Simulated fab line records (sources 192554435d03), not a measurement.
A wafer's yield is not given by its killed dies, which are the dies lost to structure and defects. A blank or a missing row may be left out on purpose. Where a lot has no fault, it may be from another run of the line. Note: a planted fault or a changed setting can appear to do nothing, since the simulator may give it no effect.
One fault seen from 3 desks | flow n5Finfet | every desk sees just its own numbers, and what lay behind them comes last

== AT THE TOOL OWNER'S DESK: rieDiel-01 ==
The tool's own readings at N5_BEOL_M15_ETCH_38 (etches SiCN in CF4/N2, target depth 106.4 nm, time 120.5 s): means of the sampled wafers that have a number, for each lot that ran on this tool. A lot is out of limits, marked OUT, if its mean lies more than 4 standard deviations from the usual mean; the brackets give that distance.
Columns: A = drypumpMotorCurrentA at N5_BEOL_M15_ETCH_38, usual 5.9 A; B = oesProductAu at N5_BEOL_M15_ETCH_38, usual 0.82 a.u.; C = rfVppV at N5_BEOL_M15_ETCH_38, usual 382.5 V; D = showerheadPlenumPTorr at N5_BEOL_M15_ETCH_38, usual 2.22 Torr; E = throttleValvePct at N5_BEOL_M15_ETCH_38, usual 15.4 %
lot  | first seen here | A   | B    | C     | D    | E
L985 | day 12 11:52    | 6.0 | 0.69 | 382.3 | 2.18 | 15.7
L997 | day 15 17:55    | 5.8 | 0.97 | 384.8 | 2.29 | 15.6
Result from this desk: across the 2 lots, nothing is out of limits.

== FROM THE METROLOGY DESK ==
What the gauges read for every lot (on any tool): the sampled wafers with a number, averaged. A lot is out of limits, marked OUT, if its mean lies more than 4 standard deviations from the usual mean; the brackets give that distance.
Columns: A = cdNm at N5_BEOL_M15_CD_MEAS_28, usual 409.5 nm; B = M15_OVL at N5_BEOL_M15_OVL_MEAS_29, usual 2 nm; C = M15_THK at N5_BEOL_M15_THK_MEAS_50, usual 838 nm
lot  | first seen here | A     | B  | C
L985 | day 12 09:02    | 406.7 | 9  | 834
L992 | day 14 00:17    | 407.2 | 12 | 833
L997 | day 15 15:07    | 411.7 | 0  | 852
L104 | day 17 04:30    | 408.8 | 3  | 872
L106 | day 17 17:49    | 411.2 | 2  | 836
Result from this desk: across the 5 lots, nothing is out of limits.

== THE DEFECT DESK ==
Counts from the inspections along the route, per lot, as means over the sampled wafers that have a number. A lot is out of limits, marked OUT, if its mean lies more than 4 standard deviations from the usual mean; the brackets give that distance.
Columns: A = rawDefectCount at N5_BEOL_M15_INSPECT_30, usual 2.1
lot  | first seen here | A
L985 | day 12 09:05    | 1.0
L992 | day 14 00:20    | 2.0
L997 | day 15 15:10    | 2.0
L104 | day 17 04:33    | 0.3
L106 | day 17 17:52    | 0.7
Result from this desk: across the 5 lots, nothing is out of limits.

== PUT TOGETHER ==
Nothing out of limits was seen by the tool owner's desk.
At the metrology desk, nothing out of limits was observed.
Nothing the defect desk looked at was out of limits.

== WHAT HAD BEEN PUT IN BY THE SIMULATOR ==
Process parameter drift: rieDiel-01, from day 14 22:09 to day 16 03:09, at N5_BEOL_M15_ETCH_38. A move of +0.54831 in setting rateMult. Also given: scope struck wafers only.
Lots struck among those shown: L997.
